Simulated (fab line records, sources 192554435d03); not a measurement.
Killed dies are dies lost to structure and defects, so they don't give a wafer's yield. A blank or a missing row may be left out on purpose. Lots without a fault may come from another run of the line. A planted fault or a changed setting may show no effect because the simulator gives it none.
fab line records | flow n5_finfet
record lots=7 wafers=21
route steps=1938 shown GATE_CUT@484 MOL_CONTACT_COAG@523 BEOL_M0_SAQP@638
start_h: hours from the record's first day to the start of the lot's first wafer shown | wait_h: hours since the lot's step before | " the same as in the row above | L1.1+2: a row that stands for several wafers | - no value, or no start given | * or withheld: withheld | < > ~ a bound
route shown NAME@n: a module of which the file shows steps, and the number in the route of the first | usual: mean/standard deviation of fault-free wafers | same: alike in all rows | chamber/n: place in a boat | sites: the reading at each site | _std_site: their standard deviation | _edge_site: outer sites' mean less inner sites' | radius_mm: how far each site lies from the wafer's centre | mask NAME#n: copy n | behind: the tool/chamber that last shaped the wafer | hold: why the lot was held/for how many hours/how that ended | device: the transistor (n, p or np) that didn't switch | end of line: the same wafers' tests at the end of the route | a step without rows: its recipe alone | killed: dies lost to structure and defects at the first sort, not the wafer's yield | map: a wafer's dies, x killed, . not, _ none there
set.NAME: the setting as run; set.NAME@STEP: as run at that earlier step | model.NAME: the simulator's own value behind a step, which no gauge read
lots whose settings were changed on purpose; a table a step, a row a wafer
## steps
# step N5_GATE_CUT_EXPOSE_10
# recipe mask_id=GATE_CUT na=0.33 source_shape=annular sigma_inner=0.35 sigma_outer=0.8 polarization=unpolarized target_cd_nm=20 dose_mj=43.25
# columns lot.wafer tool chamber start_h wait_h mask set.dose_mj
L074.1 euv_scanner-02 0 82.98 - GATE_CUT#0 43.25
L074.3+5 " 0 " " GATE_CUT#0 45.85
L075.3+4+5 euv_scanner-02 0 91.74 - GATE_CUT#0 43.25
L079.2+4 euv_scanner-02 0 114.25 - GATE_CUT#0 42.41
L079.6 " 0 " " GATE_CUT#0 43.25
L082.2+6 euv_scanner-01 0 134.59 - GATE_CUT#0 43.25
L082.5 " 0 " " GATE_CUT#0 45.83
L086.2 euv_scanner-01 0 158.07 - GATE_CUT#0 43.25
L086.4+6 " 0 " " GATE_CUT#0 46.42
L091.1 euv_scanner-02 0 184.42 - GATE_CUT#0 45.87
L091.3+4 " 0 " " GATE_CUT#0 43.25
L092.2+6 euv_scanner-01 0 192.17 - GATE_CUT#0 41.8
L092.3 " 0 " " GATE_CUT#0 43.25
# step N5_GATE_CUT_PEB_11
# recipe peb_temp_c=100 peb_time_s=60 resist=CAR-EUV
# step N5_GATE_CUT_DEVELOP_12
# recipe develop_time_s=30 developer=TMAH resist=CAR-EUV rinse_liquid=surfactant_rinse dry=air_spin dev_temp_c=23
# step N5_GATE_CUT_CD_MEAS_13
# recipe target_cd_nm=20 landing_energy_ev=500 detector=se_inlens
# usual cd_nm=20.08/0.27
# columns lot.wafer tool chamber start_h wait_h set.dose_mj@GATE_CUT_EXPOSE_10 cd_nm
L074.1 cd_sem-01 0 83.11 - 43.25 19.96
L074.3 " 0 " " 45.85 20.96
L074.5 " 0 " " 45.85 20.95
L075.3 cd_sem-02 0 91.86 - 43.25 20.22
L075.4 " 0 " " 43.25 20.19
L075.5 " 0 " " 43.25 20.24
L079.2 cd_sem-01 0 114.37 - 42.41 19.66
L079.4 " 0 " " 42.41 19.55
L079.6 " 0 " " 43.25 20.15
L082.2 cd_sem-03 0 134.72 - 43.25 20.32
L082.5 " 0 " " 45.83 21.55
L082.6 " 0 " " 43.25 19.92
L086.2 cd_sem-03 0 158.20 - 43.25 19.75
L086.4 " 0 " " 46.42 21.83
L086.6 " 0 " " 46.42 21.64
L091.1 cd_sem-02 0 184.55 - 45.87 21.30
L091.3 " 0 " " 43.25 19.87
L091.4 " 0 " " 43.25 20.25
L092.2 cd_sem-02 0 192.30 - 41.8 19.43
L092.3 " 0 " " 43.25 20.04
L092.6 " 0 " " 41.8 19.31
# step N5_GATE_CUT_DESCUM_18
# recipe chemistry=O2 time_s=7 source_power_w=50 bias_power_w=20 pressure_mtorr=20 rf_frequency_hz=2.712e+07 temp_c=40 resist=CAR-EUV o2_flow_sccm=225
# columns lot.wafer tool chamber start_h wait_h set.dose_mj@GATE_CUT_EXPOSE_10 model.GATE_CUT.cd_nm
L074.1 rie_diel-03 2 83.36 0.2 43.25 20.2
L074.3 " 3 " " 45.85 21.2
L074.5 " 2 " " 45.85 21
L075.3+4 rie_diel-04 3,0 91.98 0.0 43.25 20.2
L075.5 " 2 " " 43.25 20
L079.2+4 rie_diel-03 2,3 114.49 0.0 42.41 19.8
L079.6 " 3 " " 43.25 20.2
L082.2+6 rie_diel-03 0 134.91 0.1 43.25 20.2
L082.5 " 1 " " 45.83 21.2
L086.2 rie_diel-01 3 158.39 0.1 43.25 20
L086.4+6 " 2,3 " " 46.42 21.6
L091.1 rie_diel-04 0 184.77 0.1 45.87 21.2
L091.3+4 " 3,1 " " 43.25 20
L092.2 rie_diel-04 3 192.42 0.0 41.8 19.4
L092.3 " 1 " " 43.25 20.2
L092.6 " 1 " " 41.8 19.6
# step N5_GATE_CUT_ETCH_28
# recipe chemistry=N2/H2 target=underlayer target_depth_a=130 mask_material=CAR-EUV time_s=10.4 ion_energy_ev=200 pressure_mtorr=30 source_w=840 bias_w=150 n2_flow_sccm=200 h2_flow_sccm=200 ends=cleared
# columns lot.wafer tool chamber start_h wait_h set.dose_mj@GATE_CUT_EXPOSE_10 model.GATE_CUT.cd_nm
L074.1 rie_diel-03 2 83.39 0.0 43.25 20.2
L074.3+5 " 3,2 " " 45.85 21.2
L075.3 rie_diel-04 3 92.01 0.0 43.25 20.4
L075.4+5 " 0,2 " " 43.25 20
L079.2 rie_diel-03 2 114.53 0.0 42.41 19.6
L079.4 " 3 " " 42.41 19.8
L079.6 " 3 " " 43.25 20
L082.2+6 rie_diel-03 0 134.94 0.0 43.25 20.2
L082.5 " 1 " " 45.83 21.4
L086.2 rie_diel-01 3 158.42 0.0 43.25 20
L086.4 " 2 " " 46.42 21.8
L086.6 " 3 " " 46.42 21.6
L091.1 rie_diel-04 0 184.80 0.0 45.87 21.4
L091.3 " 3 " " 43.25 20
L091.4 " 1 " " 43.25 20.2
L092.2+6 rie_diel-04 3,1 192.45 0.0 41.8 19.6
L092.3 " 1 " " 43.25 20.4
# step N5_GATE_CUT_ETCH_36
# recipe chemistry=CF4 target=SiARC target_depth_a=130 mask_material=CAR-EUV time_s=21.7 ion_energy_ev=80 pressure_mtorr=40 source_w=545 bias_w=36 Ar_flow_sccm=100 cf4_flow_sccm=100 ends=cleared
# columns lot.wafer tool chamber start_h wait_h set.cf4_flow_sccm set.dose_mj@GATE_CUT_EXPOSE_10 model.GATE_CUT.cd_nm
L074.1 rie_diel-03 2 83.41 0.0 100 43.25 20.4
L074.3 " 3 " " 100 45.85 21.4
L074.5 " 2 " " 100 45.85 21.2
L075.3 rie_diel-04 3 92.03 0.0 100 43.25 20.2
L075.4+5 " 0,2 " " 100 43.25 20
L079.2+4 rie_diel-03 2,3 114.55 0.0 100 42.41 19.8
L079.6 " 3 " " 100 43.25 20.2
L082.2 rie_diel-03 0 134.96 0.0 83.76 43.25 20.2
L082.5 " 1 " " 100 45.83 21.4
L082.6 " 0 " " 100 43.25 20
L086.2 rie_diel-01 3 158.44 0.0 117.7 43.25 20
L086.4 " 2 " " 117.7 46.42 21.8
L086.6 " 3 " " 117.7 46.42 21.6
L091.1 rie_diel-04 0 184.82 0.0 100 45.87 21.2
L091.3 " 3 " " 100 43.25 19.8
L091.4 " 1 " " 119.3 43.25 20.2
L092.2 rie_diel-04 3 192.47 0.0 100 41.8 19.4
L092.3 " 1 " " 100 43.25 20.4
L092.6 " 1 " " 100 41.8 19.8
# step N5_MOL_CONTACT_COAG_EXPOSE_05
# recipe mask_id=CA na=0.33 source_shape=annular sigma_inner=0.4 sigma_outer=0.8 polarization=unpolarized defocus_nm=0 dose_mj=38.25
# columns lot.wafer tool chamber start_h wait_h mask set.dose_mj
L074.1+3+5 euv_scanner-02 0 86.89 - CA#0 38.25
L075.3+4+5 euv_scanner-01 0 95.65 - CA#0 38.25
L079.2 euv_scanner-02 0 118.03 - CA#0 41.02
L079.4+6 " 0 " " CA#0 38.25
L082.2+5+6 euv_scanner-01 0 138.63 - CA#0 38.25
L086.2 euv_scanner-02 0 162.89 - CA#0 38.25
L086.4+6 " 0 " " CA#0 37.08
L091.1+3+4 euv_scanner-02 0 190.73 - CA#0 38.25
L092.2+6 euv_scanner-02 0 195.96 - CA#0 40.2
L092.3 " 0 " " CA#0 38.25
# step N5_MOL_CONTACT_COAG_PEB_06
# recipe peb_temp_c=100 peb_time_s=60 resist=CAR-EUV
# step N5_MOL_CONTACT_COAG_DEVELOP_07
# recipe develop_time_s=30 developer=TMAH resist=CAR-EUV rinse_liquid=surfactant_rinse dry=air_spin dev_temp_c=23
# step N5_MOL_CONTACT_COAG_CD_MEAS_08
# recipe target_cd_nm=28 landing_energy_ev=500 detector=se_inlens polarity=opening
# usual cd_nm=27.91/0.25
# columns lot.wafer tool chamber start_h wait_h set.dose_mj@MOL_CONTACT_COAG_EXPOSE_05 cd_nm
L074.1 cd_sem-03 0 87.02 - 38.25 28.03
L074.3 " 0 " " 38.25 27.79
L074.5 " 0 " " 38.25 27.78
L075.3 cd_sem-03 0 95.77 - 38.25 28.12
L075.4 " 0 " " 38.25 27.82
L075.5 " 0 " " 38.25 28.26
L079.2 cd_sem-03 0 118.15 - 41.02 29.15
L079.4 " 0 " " 38.25 27.49
L079.6 " 0 " " 38.25 27.89
L082.2 cd_sem-03 0 138.76 - 38.25 28.48
L082.5 " 0 " " 38.25 28.10
L082.6 " 0 " " 38.25 28.16
L086.2 cd_sem-03 0 163.02 - 38.25 27.76
L086.4 " 0 " " 37.08 26.82
L086.6 " 0 " " 37.08 27.18
L091.1 cd_sem-03 0 190.86 - 38.25 28.01
L091.3 " 0 " " 38.25 27.77
L091.4 " 0 " " 38.25 28.10
L092.2 cd_sem-01 0 196.08 - 40.2 28.66
L092.3 " 0 " " 38.25 28.12
L092.6 " 0 " " 40.2 29.08
# step N5_MOL_CONTACT_COAG_DESCUM_13
# recipe chemistry=O2 time_s=7 source_power_w=50 bias_power_w=20 pressure_mtorr=20 rf_frequency_hz=2.712e+07 temp_c=40 resist=CAR-EUV o2_flow_sccm=225
# step N5_MOL_CONTACT_COAG_ETCH_59
# recipe chemistry=N2/H2 target=underlayer target_depth_a=130 mask_material=CAR-EUV time_s=10.4 ion_energy_ev=200 pressure_mtorr=30 source_w=840 bias_w=150 n2_flow_sccm=200 h2_flow_sccm=200 ends=cleared
# columns lot.wafer tool chamber start_h wait_h set.dose_mj@MOL_CONTACT_COAG_EXPOSE_05 model.MOL_CONTACT_COAG.cd_offset_nm
L074.1+3+5 rie_diel-06 1,3,1 87.17 0.0 38.25 -0.4
L075.3 rie_diel-05 3 95.92 0.0 38.25 0.2
L075.4+5 " 2,1 " " 38.25 0
L079.2 rie_diel-02 1 118.31 0.0 41.02 1.2
L079.4 " 2 " " 38.25 -0.4
L079.6 " 0 " " 38.25 0.2
L082.2 rie_diel-02 1 139.20 0.0 38.25 0.2
L082.5 " 1 " " 38.25 -0.2
L082.6 " 2 " " 38.25 0
L086.2 rie_diel-02 3 163.38 0.0 38.25 -0.2
L086.4+6 " 1,2 " " 37.08 -0.8
L091.1 rie_diel-05 1 191.17 0.0 38.25 0
L091.3+4 " 2,0 " " 38.25 0.2
L092.2 rie_diel-02 2 196.60 0.0 40.2 0.6
L092.3 " 1 " " 38.25 0
L092.6 " 3 " " 40.2 0.8
# step N5_MOL_CONTACT_COAG_ETCH_105
# recipe chemistry=CF4 target=SiARC target_depth_a=156 mask_material=CAR-EUV time_s=26 ion_energy_ev=80 pressure_mtorr=40 source_w=545 bias_w=36 Ar_flow_sccm=100 cf4_flow_sccm=100 ends=cleared
# usual rf_vpp_V=184.5/1
# columns lot.wafer tool chamber start_h wait_h set.bias_w set.dose_mj@MOL_CONTACT_COAG_EXPOSE_05 rf_vpp_V model.MOL_CONTACT_COAG.cd_offset_nm
L074.1 rie_diel-06 1 87.19 0.0 36 38.25 183.5 -0.4
L074.3 " 3 " " 36 38.25 185.2 -0.4
L074.5 " 1 " " 36 38.25 185.5 -0.6
L075.3 rie_diel-05 3 95.94 0.0 36 38.25 184.5 0
L075.4 " 2 " " 36 38.25 184.2 0
L075.5 " 1 " " 36 38.25 183.8 0
L079.2 rie_diel-02 1 118.33 0.0 36 41.02 183.2 1.2
L079.4 " 2 " " 36 38.25 185.5 -0.4
L079.6 " 0 " " 36 38.25 185.7 0.2
L082.2 rie_diel-02 1 139.22 0.0 36 38.25 185.7 0
L082.5 " 1 " " 36 38.25 182.4 -0.2
L082.6 " 2 " " 36 38.25 185.1 0
L086.2 rie_diel-02 3 163.40 0.0 36 38.25 183.5 -0.2
L086.4 " 1 " " 39.23 37.08 193.8 -1
L086.6 " 2 " " 36 37.08 184.6 -1
L091.1 rie_diel-05 1 191.19 0.0 36 38.25 184.1 0.2
L091.3 " 2 " " 33.44 38.25 175.2 0.4
L091.4 " 0 " " 36 38.25 183.8 0.4
L092.2 rie_diel-02 2 196.62 0.0 36 40.2 183.8 0.6
L092.3 " 1 " " 29.84 38.25 163.0 0
L092.6 " 3 " " 29.84 40.2 164.4 1
# step N5_MOL_CONTACT_COAG_EXPOSE_37
# recipe mask_id=VD na=0.33 source_shape=annular sigma_inner=0.3 sigma_outer=0.7 polarization=unpolarized defocus_nm=0 dose_mj=62
# columns lot.wafer tool chamber start_h wait_h mask set.dose_mj
L074.1+5 euv_scanner-02 0 99.44 - VD#0 62
L074.3 " 0 " " VD#0 58.84
L075.3+4+5 euv_scanner-01 0 109.17 - VD#0 62
L079.2+6 euv_scanner-02 0 128.18 - VD#0 60.65
L079.4 " 0 " " VD#0 62
L082.2+5+6 euv_scanner-02 0 153.58 - VD#0 62
L086.2+4 euv_scanner-01 0 175.73 - VD#0 65.68
L086.6 " 0 " " VD#0 62
L091.1+3 euv_scanner-02 0 202.62 - VD#0 62
L091.4 " 0 " " VD#0 59.84
L092.2 euv_scanner-02 0 207.83 - VD#0 62
L092.3+6 " 0 " " VD#0 58.86
# step N5_MOL_CONTACT_COAG_PEB_38
# recipe peb_temp_c=100 peb_time_s=60 resist=CAR-EUV
# step N5_MOL_CONTACT_COAG_DEVELOP_39
# recipe develop_time_s=30 developer=TMAH resist=CAR-EUV rinse_liquid=surfactant_rinse dry=air_spin dev_temp_c=23
# step N5_MOL_CONTACT_COAG_CD_MEAS_40
# recipe target_cd_nm=25.1 landing_energy_ev=500 detector=se_inlens polarity=opening
# usual cd_nm=24.99/0.22
# columns lot.wafer tool chamber start_h wait_h set.dose_mj@MOL_CONTACT_COAG_EXPOSE_37 cd_nm
L074.1 cd_sem-03 0 99.59 - 62 24.80
L074.3 " 0 " " 58.84 24.08
L074.5 " 0 " " 62 25.18
L075.3 cd_sem-01 0 109.30 - 62 24.99
L075.4 " 0 " " 62 24.87
L075.5 " 0 " " 62 24.87
L079.2 cd_sem-01 0 128.32 - 60.65 24.18
L079.4 " 0 " " 62 25.12
L079.6 " 0 " " 60.65 24.41
L082.2 cd_sem-02 0 153.72 - 62 25.13
L082.5 " 0 " " 62 25.15
L082.6 " 0 " " 62 25.34
L086.2 cd_sem-01 0 175.87 - 65.68 26.13
L086.4 " 0 " " 65.68 25.98
L086.6 " 0 " " 62 25.03
L091.1 cd_sem-03 0 202.76 - 62 24.84
L091.3 " 0 " " 62 25.10
L091.4 " 0 " " 59.84 24.65
L092.2 cd_sem-03 0 207.96 - 62 25.19
L092.3 " 0 " " 58.86 23.73
L092.6 " 0 " " 58.86 24.37
# step N5_MOL_CONTACT_COAG_PRECLEAN_138
# recipe chemistry=alkaline_clean temp_c=60 time_s=60 do_ppb=50
# step N5_MOL_CONTACT_COAG_SRD_139
# recipe dry=ipa_marangoni time_s=30 temp_c=23 rinse_liquid=diw
# step N5_MOL_CONTACT_COAG_CD_MEAS_101
# recipe target_cd_nm=16
# usual cd_nm=16.0/0.34
# columns lot.wafer tool chamber start_h wait_h set.dose_mj@MOL_CONTACT_COAG_EXPOSE_37 cd_nm
L074.1 cd_sem-03 - 101.23 0.0 62 16.4
L074.3 " - " " 58.84 14.9
L074.5 " - " " 62 16.4
L075.3 cd_sem-01 - 110.55 0.0 62 15.7
L075.4 " - " " 62 15.8
L075.5 " - " " 62 15.4
L079.2 cd_sem-03 - 129.43 0.0 60.65 15.7
L079.4 " - " " 62 16.0
L079.6 " - " " 60.65 15.5
L082.2 cd_sem-02 - 154.82 0.0 62 16.3
L082.5 " - " " 62 16.5
L082.6 " - " " 62 15.7
L086.2 cd_sem-03 - 176.81 0.0 65.68 17.0
L086.4 " - " " 65.68 17.6
L086.6 " - " " 62 16.0
L091.1 cd_sem-03 - 203.71 0.0 62 15.9
L091.3 " - " " 62 15.9
L091.4 " - " " 59.84 15.5
L092.2 cd_sem-03 - 208.91 0.0 62 15.9
L092.3 " - " " 58.86 15.2
L092.6 " - " " 58.86 14.8
# step N5_BEOL_M0_SAQP_PECVD_04
# recipe material=a-Si target_thk_a=600 temp_c=350 precursor=SiH4/He pressure_torr=3 rf_w=100 time_s=60.2
# columns lot.wafer tool chamber start_h wait_h set.time_s model.a-Si_of_BEOL_M0_SAQP_PECVD_04.thk_nm
L074.1 pecvd-02 1 105.85 0.0 60.2 59.6
L074.3 " 2 " " 60.2 59.8
L074.5 " 1 " " 53.53 53
L075.3 pecvd-03 2 115.45 0.0 60.2 60.2
L075.4 " 2 " " 60.2 60.4
L075.5 " 0 " " 60.2 59
L079.2 pecvd-04 0 136.35 0.0 54.69 54.6
L079.4 " 2 " " 60.2 60.4
L079.6 " 0 " " 54.69 55.8
L082.2 pecvd-03 0 159.80 0.0 60.2 59.4
L082.5 " 1 " " 57.64 57.2
L082.6 " 0 " " 57.64 57.8
L086.2 pecvd-04 0 184.38 0.0 60.2 59.2
L086.4 " 2 " " 62.82 62.4
L086.6 " 1 " " 62.82 62
L091.1 pecvd-03 1 210.90 0.0 60.2 59.2
L091.3 " 2 " " 60.2 60.4
L091.4 " 1 " " 60.2 59.6
L092.2 pecvd-04 1 213.88 0.0 65.47 64.2
L092.3 " 2 " " 65.47 64.8
L092.6 " 1 " " 65.47 65.4
# step N5_BEOL_M0_SAQP_THK_MEAS_05
# usual thk_nm=59.7/0.77
# columns lot.wafer tool chamber start_h wait_h set.time_s@BEOL_M0_SAQP_PECVD_04 thk_nm
L074.1 film_metro-02 - 105.97 0.1 60.2 59.7
L074.3 " - " " 60.2 59.8
L074.5 " - " " 53.53 53.0
L075.3 film_metro-02 - 115.55 0.1 60.2 60.2
L075.4 " - " " 60.2 60.5
L075.5 " - " " 60.2 59.1
L079.2 film_metro-02 - 136.46 0.1 54.69 54.6
L079.4 " - " " 60.2 60.4
L079.6 " - " " 54.69 55.8
L082.2 film_metro-01 - 159.90 0.1 60.2 59.4
L082.5 " - " " 57.64 57.2
L082.6 " - " " 57.64 57.7
L086.2 film_metro-02 - 184.47 0.1 60.2 59.3
L086.4 " - " " 62.82 62.5
L086.6 " - " " 62.82 62.1
L091.1 film_metro-02 - 211.00 0.1 60.2 59.2
L091.3 " - " " 60.2 60.5
L091.4 " - " " 60.2 59.5
L092.2 film_metro-02 - 213.97 0.1 65.47 64.2
L092.3 " - " " 65.47 64.9
L092.6 " - " " 65.47 65.5
# step N5_BEOL_M0_SAQP_DEVELOP_13
# recipe develop_time_s=30 developer=TMAH resist=CAR-ArF dev_temp_c=23 rinse_liquid=diw dry=air_spin
# columns lot.wafer tool chamber start_h wait_h set.develop_time_s
L074.1+5 litho_track-05 0 - - 30
L074.3 " 0 " " 25.38
L075.3+4+5 litho_track-02 0 - - 30
L079.2+4+6 litho_track-03 0 - - 30
L082.2+6 litho_track-05 0 - - 26.58
L082.5 " 0 " " 30
L086.2 litho_track-05 0 - - 30
L086.4+6 " 0 " " 35.46
L091.1+3+4 litho_track-05 0 - - 30
L092.2+3 litho_track-03 0 - - 30
L092.6 " 0 " " 24.02
# step N5_BEOL_M0_SAQP_HM_OPEN_112
# recipe chemistry=CHF3/O2 target=SiO2 stop_on=a-Si target_depth_a=120 over_etch_frac=1.25 mask_material=SOC time_s=13.5 pressure_mtorr=30 source_w=650 bias_w=170 Ar_flow_sccm=200 CHF3_flow_sccm=50 O2_flow_sccm=5 ion_energy_ev=200 ends=end_point
# step N5_BEOL_M0_SAQP_STRIP_113
# recipe chemistry=CHF3/O2 resist=SiARC rf_frequency_hz=6e+07
# step N5_BEOL_M0_SAQP_MANDREL_ETCH_20
# recipe target_depth_a=600 chemistry=HBr/Cl2 target=a-Si stop_on=SiNx bt_time_s=10 mask_material=SOC over_etch_frac=0.5 time_s=30 pressure_mtorr=10 icp_w=800 bias_w=75 HBr_flow_sccm=150 Cl2_flow_sccm=80 ends=end_point
# usual oes_product_au=0.778/0.014
# columns lot.wafer tool chamber start_h wait_h set.time_s@BEOL_M0_SAQP_PECVD_04 oes_product_au model.etch.depth_nm
L074.1 rie_si-05 2 106.85 0.0 60.2 0.785 59.7
L074.3 " 3 " " 60.2 0.780 59.72
L074.5 " 3 " " 53.53 0.715 53.01
L075.3 rie_si-03 0 116.81 0.0 60.2 0.769 60.21
L075.4 " 2 " " 60.2 0.776 60.41
L075.5 " 1 " " 60.2 0.759 59.05
L079.2 rie_si-05 2 137.42 0.0 54.69 0.741 54.48
L079.4 " 3 " " 60.2 0.783 60.36
L079.6 " 3 " " 54.69 0.739 55.76
L082.2 rie_si-06 3 160.75 0.0 60.2 0.771 59.32
L082.5 " 0 " " 57.64 0.764 57.16
L082.6 " 1 " " 57.64 0.744 57.72
L086.2 rie_si-05 3 185.32 0.0 60.2 0.764 59.27
L086.4 " 1 " " 62.82 0.808 62.49
L086.6 " 2 " " 62.82 0.795 62.08
L091.1 rie_si-03 0 211.84 0.0 60.2 0.750 59.16
L091.3 " 2 " " 60.2 0.769 60.48
L091.4 " 1 " " 60.2 0.766 59.5
L092.2 rie_si-06 2 214.69 0.0 65.47 0.805 64.28
L092.3 " 1 " " 65.47 0.803 64.75
L092.6 " 2 " " 65.47 0.810 65.36
## key
split step=N5_GATE_CUT_EXPOSE_10 setting=dose_mj stated=43.25 by=wafer
response step=N5_GATE_CUT_CD_MEAS_13 reading=cd_nm change=+0.225 per=1% r=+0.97
response step=N5_GATE_CUT_DESCUM_18 reading=model.GATE_CUT.cd_nm change=+0.189 per=1% r=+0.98
response step=N5_GATE_CUT_ETCH_28 reading=model.GATE_CUT.cd_nm change=+0.208 per=1% r=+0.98
response step=N5_GATE_CUT_ETCH_36 reading=model.GATE_CUT.cd_nm change=+0.205 per=1% r=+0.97
split step=N5_GATE_CUT_ETCH_36 setting=cf4_flow_sccm stated=100 by=wafer
response none clear
split step=N5_MOL_CONTACT_COAG_EXPOSE_05 setting=dose_mj stated=38.25 by=wafer
response step=N5_MOL_CONTACT_COAG_CD_MEAS_08 reading=cd_nm change=+0.19 per=1% r=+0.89
response step=N5_MOL_CONTACT_COAG_ETCH_59 reading=model.MOL_CONTACT_COAG.cd_offset_nm change=+0.169 per=1% r=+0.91
response step=N5_MOL_CONTACT_COAG_ETCH_105 reading=model.MOL_CONTACT_COAG.cd_offset_nm change=+0.182 per=1% r=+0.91
split step=N5_MOL_CONTACT_COAG_ETCH_105 setting=bias_w stated=36 by=wafer
response step=N5_MOL_CONTACT_COAG_ETCH_105 reading=rf_vpp_V change=+1.17 per=1% r=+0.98
split step=N5_MOL_CONTACT_COAG_EXPOSE_37 setting=dose_mj stated=62 by=wafer
response step=N5_MOL_CONTACT_COAG_CD_MEAS_40 reading=cd_nm change=+0.187 per=1% r=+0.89
response step=N5_MOL_CONTACT_COAG_CD_MEAS_101 reading=cd_nm change=+0.213 per=1% r=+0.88
split step=N5_BEOL_M0_SAQP_PECVD_04 setting=time_s stated=60.2 by=wafer
response step=N5_BEOL_M0_SAQP_PECVD_04 reading=model.a-Si_of_BEOL_M0_SAQP_PECVD_04.thk_nm change=+0.587 per=1% r=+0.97
response step=N5_BEOL_M0_SAQP_THK_MEAS_05 reading=thk_nm change=* per=1% r=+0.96
response step=N5_BEOL_M0_SAQP_MANDREL_ETCH_20 reading=oes_product_au change=+0.00568 per=1% r=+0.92
response step=N5_BEOL_M0_SAQP_MANDREL_ETCH_20 reading=model.etch.depth_nm change=+0.588 per=1% r=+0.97
split step=N5_BEOL_M0_SAQP_DEVELOP_13 setting=develop_time_s stated=30 by=wafer
response none clear
